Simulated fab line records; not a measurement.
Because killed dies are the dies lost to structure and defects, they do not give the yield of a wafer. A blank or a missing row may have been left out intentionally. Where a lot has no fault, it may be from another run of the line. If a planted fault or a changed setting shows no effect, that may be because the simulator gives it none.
Chamber matching | flow n5_finfet | rie_diel-04 running N5_BEOL_M9_ETCH_62: 4 sister chambers
The step etches SOC in N2/H2, target depth 110 nm, overetch 22 nm, time 165 s. 4 wafers are shown with their chamber, then 8 later ones without.

## WAFERS PAIRED WITH THEIR CHAMBERS
wafer  | chamber | showerhead_plenum_p_Torr (Torr)
L093.1 | 2       | 2.73
L093.3 | 0       | 2.53
L093.4 | 1       | 2.49
L091.1 | 3       | 2.46

## WAFERS WITHOUT THEIR CHAMBER
wafer  | showerhead_plenum_p_Torr (Torr)
L091.2 | 2.52
L091.4 | 2.46
L096.3 | 2.46
L096.5 | 2.72
L096.6 | 2.46
L095.2 | 2.46
L095.5 | 2.72
L095.6 | 2.46

## WHICH CHAMBER EACH ONE RAN IN
wafer  | from the rows above | in truth
L091.2 | 0                   | 0
L091.4 | 3                   | 3
L096.3 | 3                   | 3
L096.5 | 2                   | 2
L096.6 | 3                   | 3
L095.2 | 3                   | 3
L095.5 | 2                   | 2
L095.6 | 3                   | 3
Correct placement for 8 of the 8. Not placeable from these rows: 0. Placed wrongly: 0.
How it was worked out, from the rows above alone: a wafer's distance from a chamber is the root of the sum, over the readings, of the square of ((its reading less the chamber's mean) divided by the reading's scatter). The wafer belongs to the nearest chamber; if the next one is less than 2 further off, it can't be placed. For every chamber, the mean is computed from those of its wafers that are shown. The scatter: with one shown wafer a chamber, the root of the mean of the squares of how far each hidden wafer lies from its nearest shown one.
